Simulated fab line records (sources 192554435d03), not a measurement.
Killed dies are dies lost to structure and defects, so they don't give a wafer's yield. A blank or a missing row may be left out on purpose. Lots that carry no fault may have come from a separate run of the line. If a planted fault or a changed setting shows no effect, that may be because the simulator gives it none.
fab line records | flow n5Finfet
[record] lots = 6 | wafers = 18 | lastDay = 20
route steps=1938 shown MOL_CONTACT_COAG@519 BEOL_M4@1111 PASSIVATION@1936
lots with no fault: from the same line, run without faults
startH: hours from the record's first day to the start of the lot's first wafer shown | waitH: hours from the lot's prior step to this one | " the same as in the row above | L1.1+2: several wafers, shown together as one row | - no value present, or no start provided | * or withheld: withheld | < > ~ a bound
route shown NAME@n: a module of which the file shows steps, and the number in the route of the first | usual: the fault-free wafers' mean and standard deviation | same: alike in all rows | chamber/n: place in a boat | sites: readings site by site | _std_site: standard deviation of those values | _edge_site: the outer-site mean with the inner-site mean subtracted | radiusMm: how far each site lies from the wafer's centre | mask NAME#n: copy n | behind: tool/chamber where the wafer was last shaped | hold: the reason the lot was held/the length of the hold in hours/how it ended | device: transistor that didn't switch, given as n, p or np | end of line: at the end of the route, the tests of the same wafers | a step without rows: its recipe alone | killed: the dies lost at the first sort to structure and to defects; this is not the yield of the wafer | map: a wafer's dies, x killed, . not, _ none there
set.NAME: the setting as run; set.NAME@STEP: as run at that earlier step | model.NAME: the simulator's own value behind a step, which no gauge read
certain route steps with their lots: each step a table, each wafer a row
services: a tool's chamber out of use, with start hour (startH, from the record's first day; less than 0 if before it), hours out, and reason
[[steps]]
[step N5_MOL_CONTACT_COAG_COAT_58]
[recipe] resist = underlayer | tempC = 205 | timeS = 60 | spinRpm = 1500 | resistThkNm = 10
[step N5_MOL_CONTACT_COAG_COAT_02]
[recipe] resist = CAR-EUV | spinRpm = 1500 | resistThkNm = 30
[step N5_MOL_CONTACT_COAG_EBR_04]
[recipe] solvent = PGMEA | ebrWidthMm = 1.5
[step N5_MOL_CONTACT_COAG_SOFTBAKE_03]
[recipe] tempC = 110 | timeS = 60 | resist = CAR-EUV
[step N5_MOL_CONTACT_COAG_EXPOSE_05]
[recipe] maskId = CA | na = 0.33 | sourceShape = annular | sigmaInner = 0.4 | sigmaOuter = 0.8 | polarization = unpolarized | defocusNm = 0 | doseMj = 38.25
[step N5_MOL_CONTACT_COAG_PEB_06]
[recipe] pebTempC = 100 | pebTimeS = 60 | resist = CAR-EUV
[step N5_MOL_CONTACT_COAG_DEVELOP_07]
[recipe] developTimeS = 30 | developer = TMAH | resist = CAR-EUV | rinseLiquid = surfactantRinse | dry = airSpin | devTempC = 23
[step N5_MOL_CONTACT_COAG_CD_MEAS_08]
[recipe] targetCdNm = 28 | landingEnergyEv = 500 | detector = seInlens | polarity = opening
[usual] cdNm = 27.66/0.27
lot.wafer | tool     | chamber | startH | waitH | cdNm
L997.2    | cdSem-01 | 0       | 99.17  | -     | 27.46
L997.3    | "        | 0       | "      | "     | 27.77
L997.5    | "        | 0       | "      | "     | 27.47
L104.1    | cdSem-03 | 0       | 142.62 | -     | 28.00
L104.5    | "        | 0       | "      | "     | 27.89
L104.6    | "        | 0       | "      | "     | 27.76
L111.1    | cdSem-03 | 0       | 181.38 | -     | 27.17
L111.3    | "        | 0       | "      | "     | 27.65
L111.6    | "        | 0       | "      | "     | 27.65
L112.3    | cdSem-02 | 0       | 187.92 | -     | 27.29
L112.5    | "        | 0       | "      | "     | 27.56
L112.6    | "        | 0       | "      | "     | 27.46
L113.2    | cdSem-01 | 0       | 198.68 | -     | 27.43
L113.3    | "        | 0       | "      | "     | 27.41
L113.5    | "        | 0       | "      | "     | 27.80
L118.3    | cdSem-03 | 0       | 226.81 | -     | 27.46
L118.5    | "        | 0       | "      | "     | 27.84
L118.6    | "        | 0       | "      | "     | 27.49
[step N5_MOL_CONTACT_COAG_OVL_MEAS_09]
[recipe] pointsPerWafer = 522
[usual] CA_OVL = 0.1/0.72
lot.wafer | tool       | chamber | startH | waitH | CA_OVL[nm]
L997.2    | overlay-02 | 0       | 99.21  | 0.0   | 0.9
L997.3    | "          | 0       | "      | "     | 0.8
L997.5    | "          | 0       | "      | "     | 0.0
L104.1    | overlay-01 | 0       | 142.65 | 0.0   | -1.0
L104.5    | "          | 0       | "      | "     | -0.6
L104.6    | "          | 0       | "      | "     | -2.3
L111.1    | overlay-01 | 0       | 181.41 | 0.0   | -0.1
L111.3    | "          | 0       | "      | "     | 0.1
L111.6    | "          | 0       | "      | "     | -0.1
L112.3    | overlay-01 | 0       | 187.96 | 0.0   | -0.3
L112.5    | "          | 0       | "      | "     | -0.8
L112.6    | "          | 0       | "      | "     | -0.5
L113.2    | overlay-01 | 0       | 198.72 | 0.0   | -1.2
L113.3    | "          | 0       | "      | "     | -0.2
L113.5    | "          | 0       | "      | "     | -0.3
L118.3    | overlay-01 | 0       | 226.85 | 0.0   | -0.4
L118.5    | "          | 0       | "      | "     | 0.2
L118.6    | "          | 0       | "      | "     | 0.6
[step N5_MOL_CONTACT_COAG_INSPECT_10]
[recipe] mode = adi | inspectInstrument = brightfield
[usual] rawDefectCount = 71/31
lot.wafer | tool             | chamber | startH | waitH | rawDefectCount
L997.2    | defectInspect-01 | -       | 99.26  | 0.0   | 63
L997.3    | "                | -       | "      | "     | 49
L997.5    | "                | -       | "      | "     | 58
L104.1    | defectInspect-02 | -       | 142.71 | 0.1   | 17
L104.5    | "                | -       | "      | "     | 32
L104.6    | "                | -       | "      | "     | 36
L111.1    | defectInspect-02 | -       | 181.47 | 0.1   | 94
L111.3    | "                | -       | "      | "     | 89
L111.6    | "                | -       | "      | "     | 114
L112.3    | defectInspect-01 | -       | 188.01 | 0.0   | 61
L112.5    | "                | -       | "      | "     | 74
L112.6    | "                | -       | "      | "     | 84
L113.2    | defectInspect-02 | -       | 198.77 | 0.0   | 93
L113.3    | "                | -       | "      | "     | 51
L113.5    | "                | -       | "      | "     | 118
L118.3    | defectInspect-01 | -       | 226.90 | 0.0   | 34
L118.5    | "                | -       | "      | "     | 53
L118.6    | "                | -       | "      | "     | 57
[step N5_MOL_CONTACT_COAG_DESCUM_13]
[recipe] chemistry = O2 | timeS = 7 | sourcePowerW = 50 | biasPowerW = 20 | pressureMtorr = 20 | rfFrequencyHz = 2.712e+07 | tempC = 40 | resist = CAR-EUV | o2FlowSccm = 225
[usual] biasPowerW = 20.00/0.058 | drypumpMotorCurrentA = 5.6/0.57 | oesProductAu = 0.79/0.086 | rfVppV = 243.2/1.1 | showerheadPlenumPTorr = 2.09/0.053 | throttleValvePct = 20.17/0.19
lot.wafer | tool       | chamber | startH | waitH | biasPowerW | drypumpMotorCurrentA | oesProductAu | rfHoursCounterH | rfVppV | showerheadPlenumPTorr | throttleValvePct
L997.2    | rieDiel-01 | 1       | 99.29  | 0.0   | 19.95      | 5.1                  | 0.75         | 140             | 245.7  | 2.20                  | 20.37
L997.3    | "          | 0       | "      | "     | 20.08      | 5.5                  | 0.75         | 169             | 242.9  | 2.10                  | 20.50
L997.5    | "          | 1       | "      | "     | 19.87      | 5.0                  | 0.75         | -               | 245.2  | 2.20                  | 20.37
L104.1    | rieDiel-05 | 2       | 142.74 | 0.0   | 20.01      | 5.4                  | 0.77         | 125             | 243.7  | 2.09                  | 19.94
L104.5    | "          | 0       | "      | "     | 20.00      | 5.2                  | 0.82         | -               | 242.1  | 2.10                  | 20.20
L104.6    | "          | 1       | "      | "     | 20.04      | 6.4                  | 0.90         | -               | 242.6  | 2.04                  | 19.92
L111.1    | rieDiel-05 | 1       | 181.51 | 0.0   | 19.99      | 6.4                  | 0.89         | 32              | 242.1  | 2.03                  | 19.92
L111.3    | "          | 0       | "      | "     | 19.97      | 5.3                  | 0.82         | 99              | 242.3  | 2.10                  | 20.23
L111.6    | "          | 3       | "      | "     | 20.03      | 5.3                  | 0.95         | -               | 242.2  | 2.05                  | 20.08
L112.3    | rieDiel-05 | 3       | 188.04 | 0.0   | 20.06      | 5.3                  | 0.93         | 17              | 241.8  | 2.05                  | 20.08
L112.5    | "          | 3       | "      | "     | 20.06      | 5.3                  | 0.94         | -               | 243.6  | 2.05                  | 20.09
L112.6    | "          | 0       | "      | "     | 20.13      | 5.3                  | 0.82         | -               | 243.0  | 2.10                  | 20.23
L113.2    | rieDiel-01 | 1       | 198.80 | 0.0   | 19.86      | 5.1                  | 0.73         | 163             | 244.9  | 2.19                  | 20.41
L113.3    | "          | 2       | "      | "     | 19.96      | 5.3                  | 0.67         | 235             | 242.0  | 1.99                  | 20.36
L113.5    | "          | 1       | "      | "     | 19.99      | 5.1                  | 0.73         | -               | 242.9  | 2.19                  | 20.43
L118.3    | rieDiel-01 | 1       | 227.16 | 0.3   | 20.00      | 5.1                  | 0.72         | 174             | 244.6  | 2.19                  | 20.42
L118.5    | "          | 1       | "      | "     | 19.92      | 5.0                  | 0.72         | -               | 244.8  | 2.18                  | 20.45
L118.6    | "          | 0       | "      | "     | 19.92      | 5.5                  | 0.71         | -               | 243.0  | 2.09                  | 20.57
[step N5_MOL_CONTACT_COAG_ETCH_59]
[recipe] chemistry = N2/H2 | target = underlayer | targetDepthA = 130 | maskMaterial = CAR-EUV | timeS = 10.4 | ionEnergyEv = 200 | pressureMtorr = 30 | sourceW = 840 | biasW = 150 | n2FlowSccm = 200 | h2FlowSccm = 200 | ends = cleared
[usual] drypumpMotorCurrentA = 5.6/0.57 | etchRfOnTimeS = 10.6/0.32 | oesProductAu = 0.67/0.07 | rfVppV = 524.1/1.9 | showerheadPlenumPTorr = 2.55/0.071 | throttleValvePct = 17.64/0.2
lot.wafer | tool       | chamber | startH | waitH | drypumpMotorCurrentA | etchRfOnTimeS | oesProductAu | rfHoursCounterH | rfVppV | showerheadPlenumPTorr | throttleValvePct
L997.2    | rieDiel-01 | 1       | 99.33  | 0.0   | 5.1                  | 10.3          | 0.65         | 140             | 528.7  | 2.70                  | 18.05
L997.3    | "          | 0       | "      | "     | 5.5                  | 10.3          | 0.62         | 169             | 524.0  | 2.54                  | 17.86
L997.5    | "          | 1       | "      | "     | 5.1                  | 10.4          | 0.65         | -               | 526.9  | 2.70                  | 18.04
L104.1    | rieDiel-05 | 2       | 142.78 | 0.0   | 5.4                  | 10.1          | 0.67         | 125             | 524.0  | 2.54                  | 17.42
L104.5    | "          | 0       | "      | "     | 5.3                  | 10.7          | 0.67         | -               | 524.4  | 2.56                  | 17.59
L104.6    | "          | 1       | "      | "     | 6.4                  | 10.9          | 0.74         | -               | 524.0  | 2.50                  | 17.44
L111.1    | rieDiel-05 | 1       | 181.54 | 0.0   | 6.4                  | 11.0          | 0.73         | 32              | 523.2  | 2.49                  | 17.45
L111.3    | "          | 0       | "      | "     | 5.3                  | 10.7          | 0.67         | 99              | 524.6  | 2.56                  | 17.59
L111.6    | "          | 3       | "      | "     | 5.3                  | 10.7          | 0.80         | -               | 522.4  | 2.49                  | 17.61
L112.3    | rieDiel-05 | 3       | 188.08 | 0.0   | 5.3                  | 10.5          | 0.81         | 17              | 523.2  | 2.49                  | 17.60
L112.5    | "          | 3       | "      | "     | 5.2                  | 10.4          | 0.81         | -               | 521.3  | 2.49                  | 17.60
L112.6    | "          | 0       | "      | "     | 5.3                  | 10.5          | 0.68         | -               | 525.0  | 2.56                  | 17.61
L113.2    | rieDiel-01 | 1       | 198.84 | 0.0   | 5.0                  | 10.6          | 0.63         | 163             | 527.2  | 2.69                  | 18.08
L113.3    | "          | 2       | "      | "     | 5.2                  | 10.4          | 0.59         | 235             | 519.5  | 2.40                  | 17.57
L113.5    | "          | 1       | "      | "     | 5.1                  | 10.6          | 0.63         | -               | 526.1  | 2.69                  | 18.09
L118.3    | rieDiel-01 | 1       | 227.19 | 0.0   | 5.1                  | 10.5          | 0.61         | 174             | 527.1  | 2.69                  | 18.12
L118.5    | "          | 1       | "      | "     | 5.1                  | 10.5          | 0.62         | -               | 525.9  | 2.69                  | 18.11
L118.6    | "          | 0       | "      | "     | 5.5                  | 10.7          | 0.60         | -               | 524.2  | 2.53                  | 17.91
[step N5_MOL_CONTACT_COAG_ETCH_105]
[recipe] chemistry = CF4 | target = SiARC | targetDepthA = 156 | maskMaterial = CAR-EUV | timeS = 26 | ionEnergyEv = 80 | pressureMtorr = 40 | sourceW = 545 | biasW = 36 | Ar_flow_sccm = 100 | cf4FlowSccm = 100 | ends = cleared
[usual] cf4FlowSccm = 100.05/0.29 | drypumpMotorCurrentA = 5.6/0.57 | etchRfOnTimeS = 26.3/0.74 | oesProductAu = 0.67/0.07 | rfVppV = 184.1/1 | showerheadPlenumPTorr = 2.15/0.043 | throttleValvePct = 15.44/0.15
lot.wafer | tool       | chamber | startH | waitH | cf4FlowSccm | drypumpMotorCurrentA | etchRfOnTimeS | oesProductAu | rfHoursCounterH | rfVppV | showerheadPlenumPTorr | throttleValvePct
L997.2    | rieDiel-01 | 1       | 99.35  | 0.0   | 99.78       | 5.1                  | 26.2          | 0.65         | 140             | 183.9  | 2.22                  | 15.47
L997.3    | "          | 0       | "      | "     | 100.09      | 5.5                  | 25.9          | 0.63         | 169             | 183.5  | 2.14                  | 15.66
L997.5    | "          | 1       | "      | "     | 99.63       | 5.1                  | 26.3          | 0.64         | -               | 184.1  | 2.22                  | 15.47
L104.1    | rieDiel-05 | 2       | 142.80 | 0.0   | 100.05      | 5.4                  | 25.5          | 0.67         | 125             | 184.3  | 2.16                  | 15.30
L104.5    | "          | 0       | "      | "     | 99.95       | 5.3                  | 26.6          | 0.68         | -               | 183.6  | 2.17                  | 15.52
L104.6    | "          | 1       | "      | "     | 100.81      | 6.4                  | 26.8          | 0.75         | -               | 183.4  | 2.11                  | 15.23
L111.1    | rieDiel-05 | 1       | 181.56 | 0.0   | 100.32      | 6.4                  | 26.9          | 0.73         | 32              | 182.8  | 2.11                  | 15.26
L111.3    | "          | 0       | "      | "     | 100.11      | 5.3                  | 45.6          | 0.51         | 99              | 184.2  | 2.17                  | 15.54
L111.6    | "          | 3       | "      | "     | 100.45      | 5.3                  | 45.6          | 0.62         | -               | 185.5  | 2.11                  | 15.33
L112.3    | rieDiel-05 | 3       | 188.10 | 0.0   | 99.70       | 5.2                  | 45.3          | 0.62         | 17              | 183.7  | 2.11                  | 15.34
L112.5    | "          | 3       | "      | "     | 99.70       | 5.3                  | 26.5          | 0.80         | -               | 184.0  | 2.11                  | 15.35
L112.6    | "          | 0       | "      | "     | 99.97       | 5.3                  | 45.3          | 0.52         | -               | 184.1  | 2.17                  | 15.53
L113.2    | rieDiel-01 | 1       | 198.86 | 0.0   | 100.05      | 5.1                  | 26.5          | 0.63         | 163             | 185.0  | 2.21                  | 15.49
L113.3    | "          | 2       | "      | "     | 99.86       | 5.2                  | 26.0          | 0.59         | 235             | 183.4  | 2.04                  | 15.56
L113.5    | "          | 1       | "      | "     | 100.24      | 5.1                  | 26.5          | 0.63         | -               | 185.9  | 2.21                  | 15.50
L118.3    | rieDiel-01 | 1       | 227.21 | 0.0   | 99.78       | 5.1                  | 26.2          | 0.63         | 174             | 183.4  | 2.21                  | 15.51
L118.5    | "          | 1       | "      | "     | 100.11      | 5.1                  | 26.2          | 0.62         | -               | 184.6  | 2.21                  | 15.52
L118.6    | "          | 0       | "      | "     | 99.80       | 5.5                  | 26.3          | 0.60         | -               | 183.2  | 2.13                  | 15.72
[step N5_MOL_CONTACT_COAG_ETCH_106]
[recipe] chemistry = N2/H2 | target = SOC | targetDepthA = 800 | overetchA = 160 | maskMaterial = SiARC | tempC = 40 | timeS = 120 | ionEnergyEv = 200 | pressureMtorr = 30 | sourceW = 840 | biasW = 150 | n2FlowSccm = 200 | h2FlowSccm = 200
[usual] drypumpMotorCurrentA = 5.6/0.57 | oesProductAu = 0.71/0.073 | rfVppV = 524.1/1.9 | showerheadPlenumPTorr = 2.55/0.071 | throttleValvePct = 17.62/0.2
lot.wafer | tool       | chamber | startH | waitH | drypumpMotorCurrentA | oesProductAu | rfHoursCounterH | rfVppV | showerheadPlenumPTorr | throttleValvePct
L997.2    | rieDiel-01 | 1       | 99.38  | 0.0   | 5.0                  | 0.68         | 140             | 525.2  | 2.70                  | 18.03
L997.3    | "          | 0       | "      | "     | 5.5                  | 0.65         | 169             | 523.8  | 2.54                  | 17.83
L997.5    | "          | 1       | "      | "     | 5.1                  | 0.68         | -               | 527.1  | 2.70                  | 18.02
L104.1    | rieDiel-05 | 2       | 142.83 | 0.0   | 5.4                  | 0.69         | 125             | 525.2  | 2.54                  | 17.40
L104.5    | "          | 0       | "      | "     | 5.3                  | 0.73         | -               | 524.3  | 2.56                  | 17.57
L104.6    | "          | 1       | "      | "     | 6.4                  | 0.80         | -               | 523.5  | 2.50                  | 17.40
L111.1    | rieDiel-05 | 1       | 181.59 | 0.0   | 6.4                  | 0.78         | 33              | 524.3  | 2.49                  | 17.44
L111.3    | "          | 0       | "      | "     | 5.3                  | 0.71         | 99              | 524.9  | 2.56                  | 17.57
L111.6    | "          | 3       | "      | "     | 5.3                  | 0.85         | -               | 522.0  | 2.49                  | 17.57
L112.3    | rieDiel-05 | 3       | 188.12 | 0.0   | 5.3                  | 0.84         | 17              | 522.9  | 2.49                  | 17.58
L112.5    | "          | 3       | "      | "     | 5.3                  | 0.84         | -               | 523.5  | 2.49                  | 17.57
L112.6    | "          | 0       | "      | "     | 5.3                  | 0.72         | -               | 522.3  | 2.56                  | 17.58
L113.2    | rieDiel-01 | 1       | 198.88 | 0.0   | 5.0                  | 0.67         | 163             | 526.6  | 2.69                  | 18.07
L113.3    | "          | 2       | "      | "     | 5.3                  | 0.63         | 235             | 518.9  | 2.40                  | 17.54
L113.5    | "          | 1       | "      | "     | 5.0                  | 0.66         | -               | 528.2  | 2.69                  | 18.07
L118.3    | rieDiel-01 | 1       | 227.24 | 0.0   | 5.1                  | 0.66         | 174             | 528.0  | 2.69                  | 18.08
L118.5    | "          | 1       | "      | "     | 5.1                  | 0.66         | -               | 528.4  | 2.69                  | 18.08
L118.6    | "          | 0       | "      | "     | 5.5                  | 0.63         | -               | 522.5  | 2.53                  | 17.89
[step N5_BEOL_M4_RC_MEAS_101]
[usual] DIBL_N = 37.1/2.6 | DIBL_P = 38/3 | IOFF_N = 0.18/0.052 | IOFF_P = 0.25/0.06 | ION_N = 678/15 | ION_P = 467/8.6 | SS_N = 71.7/0.73 | SS_P = 73.7/0.89 | VT_N = 249/4.3 | VT_P = -248/3.8
lot.wafer | tool      | chamber | startH | waitH | DIBL_N[mV/V] | DIBL_P[mV/V] | IOFF_N[nA/um] | IOFF_P[nA/um] | ION_N[uA/um] | ION_P[uA/um] | SS_N[mV/dec] | SS_P[mV/dec] | VT_N[mV] | VT_P[mV]
L997.2    | prober-02 | 0       | 245.45 | 0.2   | 35.9         | 34           | 0.14          | 0.21          | 677          | 468          | 71.3         | 71.9         | 248      | -247
L997.3    | "         | 0       | "      | "     | 38.3         | 38           | 0.20          | 0.26          | 692          | 473          | 71.8         | 73.7         | 243      | -246
L997.5    | "         | 0       | "      | "     | 39.2         | 37           | 0.22          | 0.27          | 700          | 475          | 72.1         | 73.9         | 244      | -244
L104.1    | prober-01 | 0       | 283.30 | 0.0   | 37.1         | 36           | 0.14          | 0.20          | 666          | 460          | 72.2         | 73.3         | 255      | -252
L104.5    | "         | 0       | "      | "     | 43.6         | 45           | 0.32          | 0.39          | 697          | 470          | 73.7         | 75.6         | 241      | -243
L104.6    | "         | 0       | "      | "     | 37.1         | 38           | 0.17          | 0.23          | 691          | 476          | 71.6         | 72.9         | 247      | -250
L112.3    | prober-02 | 0       | 327.20 | 0.3   | 38.7         | 40           | 0.19          | 0.30          | 681          | 474          | 71.1         | 74.3         | 249      | -244
L112.5    | "         | 0       | "      | "     | 37.3         | 37           | 0.18          | 0.26          | 690          | 473          | 71.5         | 73.5         | 248      | -243
L112.6    | "         | 0       | "      | "     | 40.8         | 43           | 0.24          | 0.39          | 687          | 477          | 72.3         | 74.8         | 243      | -239
L111.1    | prober-01 | 0       | 342.43 | 0.0   | 41.6         | 44           | 0.31          | 0.41          | 703          | 482          | 73.3         | 74.6         | 241      | -237
L111.3    | "         | 0       | "      | "     | 40.9         | 43           | 0.27          | 0.40          | 697          | 481          | 73.0         | 75.1         | 242      | -242
L111.6    | "         | 0       | "      | "     | 41.4         | 44           | 0.28          | 0.44          | 696          | 476          | 72.5         | 75.9         | 242      | -240
L113.2    | prober-01 | 0       | 351.94 | 0.8   | 35.3         | 37           | 0.18          | 0.23          | 704          | 474          | 71.6         | 73.5         | 243      | -247
L113.3    | "         | 0       | "      | "     | 32.0         | 32           | 0.11          | 0.16          | 660          | 456          | 71.2         | 72.2         | 256      | -254
L113.5    | "         | 0       | "      | "     | 34.2         | 35           | 0.13          | 0.21          | 650          | 457          | 70.8         | 72.7         | 253      | -251
L118.3    | prober-02 | 0       | 375.66 | 0.3   | 38.1         | 39           | 0.22          | 0.27          | 683          | 469          | 72.4         | 74.3         | 245      | -249
L118.5    | "         | 0       | "      | "     | 37.7         | 40           | 0.22          | 0.29          | 690          | 468          | 72.2         | 74.0         | 245      | -247
L118.6    | "         | 0       | "      | "     | 40.0         | 42           | 0.27          | 0.34          | 699          | 472          | 72.8         | 74.7         | 242      | -242
[step N5_PASSIVATION_PROBE_49]
[usual] defectLimitedYield = 91.4/1.4 | killed_at_M0_to_M3 = 34/9.1 | killed_at_M4_up = 14/5.2 | killedAtContacts = 12/6.4 | killedAtFrontEnd = 38/11 | killedAtOther = 3.7/2.8 | killedDies = 102/17 | killedOpen = 68/13 | killedShort = 32/7.8 | sort_bin_4_leakage = 0.05/0.3 | sort_bin_5_function = 5.1/1 | sort_bin_6_memory = 3.2/0.66 | sort_bin_8_speed = 0.1/0.92 | sortNPass = 1076/19 | sortYieldPct = 91.2/1.6
[same] grossDies = 1180 | killedAtBackSide = 0
lot.wafer | tool      | chamber | startH | waitH | defectLimitedYield[%] | killed_at_M0_to_M3 | killed_at_M4_up | killedAtContacts | killedAtFrontEnd | killedAtOther | killedDies | killedOpen | killedShort | sort_bin_4_leakage[%] | sort_bin_5_function[%] | sort_bin_6_memory[%] | sort_bin_8_speed[%] | sortNPass | sortYieldPct[%]
L104.1    | prober-02 | -       | 394.22 | 0.0   | 90.5                  | 29                 | 28              | 7                | 47               | 1             | 112        | 58         | 54          | 0                     | 6.0                    | 3.0                  | 0                   | 1068      | 90.5
L104.5    | prober-02 | -       | 394.42 | 0.2   | 91.4                  | 30                 | 15              | 11               | 39               | 7             | 102        | 69         | 30          | 0.93                  | 4.2                    | 4.2                  | 0                   | 1067      | 90.4
L104.6    | prober-02 | -       | 394.47 | 0.3   | 91.2                  | 33                 | 22              | 8                | 38               | 3             | 104        | 78         | 26          | 0                     | 5.1                    | 3.5                  | 0                   | 1076      | 91.2
// killed by level:class
L104.1 FIN_SAQP:geometricParticle:short=21 BEOL_M4:geometricParticle:open=12 FIN_SAQP:geometricParticle:open=6 DUMMY_GATE:geometricParticle:open=6 BEOL_M1:geometricParticle:open=6 BEOL_M0_SAQP:geometricParticle:short=5 MOL_CONTACT_COAG:geometricParticle:short=4 BEOL_M0_SAQP:geometricParticle:open=4
L104.5 MOL_CONTACT_COAG:geometricParticle:open=10 BEOL_M0_SAQP:geometricParticle:short=8 FIN_SAQP:geometricParticle:open=7 FIN_SAQP:geometricParticle:short=7 DUMMY_GATE:geometricParticle:open=7 BEOL_M2:geometricParticle:open=7 BEOL_M4:geometricParticle:open=7 BEOL_M0_SAQP:geometricParticle:open=6
L104.6 FIN_SAQP:geometricParticle:open=18 BEOL_M4:geometricParticle:open=11 BEOL_M0:geometricParticle:open=7 MOL_CONTACT_COAG:geometricParticle:open=5 BEOL_M0_SAQP:geometricParticle:short=5 BEOL_M0_SAQP:geometricParticle:open=5 STI_FIN_REVEAL:geometricParticle:open=4 BEOL_M1:geometricParticle:open=4
[[services]]
tool       | chamber | startH | hours | kind
rieDiel-05 | 3       | 105.73 | -     | clean
rieDiel-05 | 3       | 105.73 | -     | consumableReplace:focusRing
rieDiel-01 | 1       | 110.94 | 3.2   | repair
rieDiel-01 | -       | 123.84 | 1.0   | repair
rieDiel-01 | -       | 147.93 | 0.5   | repair
rieDiel-05 | -       | 177.06 | 2.8   | pm
rieDiel-05 | -       | 188.93 | 0.2   | repair
rieDiel-01 | 0       | 208.40 | 5.3   | repair
rieDiel-05 | -       | 208.65 | 0.6   | repair
rieDiel-01 | 3       | 226.33 | 4.3   | repair
[[key]]
[firstSign] step = N5_MOL_CONTACT_COAG_ETCH_105 | reading = etchRfOnTimeS | direction = up | sigmas = 26 | usual = * | struck = *
effect none on later readings
metAt N5_MOL_CONTACT_COAG_ETCH_105
struckWafers L111.3,L111.6,L112.3,L112.6
onsetBetween 142.80 181.56
[fault] kind = processParameterDrift | tool = rieDiel-05 | chamber = - | onsetH = 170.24 | steps = N5_MOL_CONTACT_COAG_ETCH_105 | channel = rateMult | offset = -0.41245 | shape = step | endH = 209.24 | scope = struckWafersOnly
